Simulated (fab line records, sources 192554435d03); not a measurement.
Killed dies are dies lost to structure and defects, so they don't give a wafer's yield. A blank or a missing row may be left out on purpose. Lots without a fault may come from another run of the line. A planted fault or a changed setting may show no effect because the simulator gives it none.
Chamber matching | flow n5_finfet | N5_ILD0_ALD_15 on ald_sin-01: 4 sister chambers
The step deposits SiNx, target thk 24 nm, pulse time 1 s, ald cycles 480. 8 wafers are shown with their chamber, then 7 later ones without.

WAFERS WITH THEIR CHAMBER
wafer  | chamber | heater_power_w (W) | precursor_pulse_height_rel
L076.1 | 0       | 826                | 1.028
L085.5 | 0       | 826                | 1.000
L085.6 | 2       | 698                | 1.007
L087.2 | 1       | 851                | 1.002
L087.5 | 3       | 891                | 0.980
L087.6 | 2       | 704                | 1.033
L090.3 | 1       | 856                | 0.982
L090.4 | 3       | 884                | 1.003

WAFERS WITHOUT THEIR CHAMBER
wafer  | heater_power_w (W) | precursor_pulse_height_rel
L090.6 | 847                | 1.002
L091.1 | 860                | 1.003
L091.3 | 719                | 0.991
L091.5 | 707                | 1.006
L092.1 | 732                | 1.027
L092.2 | 822                | 0.992
L092.6 | 813                | 1.035

WHICH CHAMBER EACH WENT THROUGH
wafer  | from the rows above | in truth
L090.6 | 1                   | 1
L091.1 | 1                   | 1
L091.3 | 2                   | 2
L091.5 | 2                   | 2
L092.1 | 2                   | 2
L092.2 | 0                   | 0
L092.6 | 0                   | 0
Placed correctly: 7 of 7. Can't be placed from these rows: 0. Placed wrongly: 0.
How it was worked out, from the rows above alone: a wafer's distance from a chamber is the root of the sum, over the readings, of the square of ((its reading less the chamber's mean) divided by the reading's scatter). The wafer belongs to the nearest chamber; if the next one is less than 2 further off, it can't be placed. A chamber's mean is the mean of its shown wafers. The scatter: the root of (the sum of the squares of (reading less its chamber's mean) over the shown wafers, divided by (wafers less chambers)).
